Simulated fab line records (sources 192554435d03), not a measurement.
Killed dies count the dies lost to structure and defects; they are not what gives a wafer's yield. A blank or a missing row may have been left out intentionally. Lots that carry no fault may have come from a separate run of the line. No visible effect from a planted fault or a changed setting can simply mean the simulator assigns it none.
2 desks, one fault	flow n5 finfet	each desk has only its own numbers; what lay behind them comes last

## METROLOGY DESK
Means of the sampled wafers that have a number, per lot and without regard to the tool the lot ran on: this is what the gauges read. If a lot's mean is further than 4 standard deviations from the usual mean, the lot is out of limits and carries the mark OUT (the distance appears in the brackets). Shown here are 7 of its 10 readings, the ones lying furthest out on some lot.
Columns: A = DIBL_N at N5_BEOL_M4_RC_MEAS_101, usual 36.5 mV/V; B = DIBL_P at N5_BEOL_M4_RC_MEAS_101, usual 36.6 mV/V; C = IOFF_P at N5_BEOL_M4_RC_MEAS_101, usual 0.217 nA/um; D = ION_N at N5_BEOL_M4_RC_MEAS_101, usual 674 uA/um; E = ION_P at N5_BEOL_M4_RC_MEAS_101, usual 464 uA/um; F = VT_N at N5_BEOL_M4_RC_MEAS_101, usual 250.0 mV; G = VT_P at N5_BEOL_M4_RC_MEAS_101, usual -250 mV
lot	first seen here	A	B	C	D	E	F	G
L368	day 9 03:29	36.8	37.3	0.261	689	479	246.8	-245
L381	day 12 06:09	37.2	37.1	0.209	667	462	251.3	-251
L382	day 12 13:57	34.2	36.1	0.187	662	457	253.9	-253
L386	day 13 13:18	36.2	39.1	0.219	680	462	250.8	-251
This desk found nothing out of limits on any of the 4 lots.

## AT THE TOOL OWNER'S DESK: euv scanner-01
The tool's own readings at N5_MOL_CONTACT_COAG_EXPOSE_05 (exposes mask CA, defocus 0 nm): means of the sampled wafers that have a number, for each lot that ran on this tool. If a lot's mean is further than 4 standard deviations from the usual mean, the lot is out of limits and carries the mark OUT (the distance appears in the brackets).
Columns: A = exposure dose mJ cm2 at N5_MOL_CONTACT_COAG_EXPOSE_05, usual 38.13
lot	first seen here	A
L368	day 5 19:27	38.14
L381	day 8 22:17	38.78 (+18) OUT
L382	day 9 07:32	38.64 (+14) OUT
This desk's verdict: out of limits on L381, L382, starting with L381 at day 8 22:17 (exposure dose mJ cm2 at N5_MOL_CONTACT_COAG_EXPOSE_05). Within limits: L368.

## PUT TOGETHER
At day 8 22:17, on L381, L382, the tool owner's desk was in a position to raise an alarm.
Metrology desk: nothing out of limits seen.
The metrology desk has L381, L382 on record, within its limits.
The lots listed all ran N5_MOL_CONTACT_COAG_EXPOSE_05 on euv scanner-01.

## WHAT HAD BEEN PUT IN BY THE SIMULATOR
Process parameters drifting: euv scanner-01 at N5_MOL_CONTACT_COAG_EXPOSE_05, beginning at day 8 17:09. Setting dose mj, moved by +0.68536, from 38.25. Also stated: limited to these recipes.
Lots struck among those shown: L381, L382.
Time in hours from fault onset to the first out-of-limits reading at each desk: the tool owner's desk, 5.
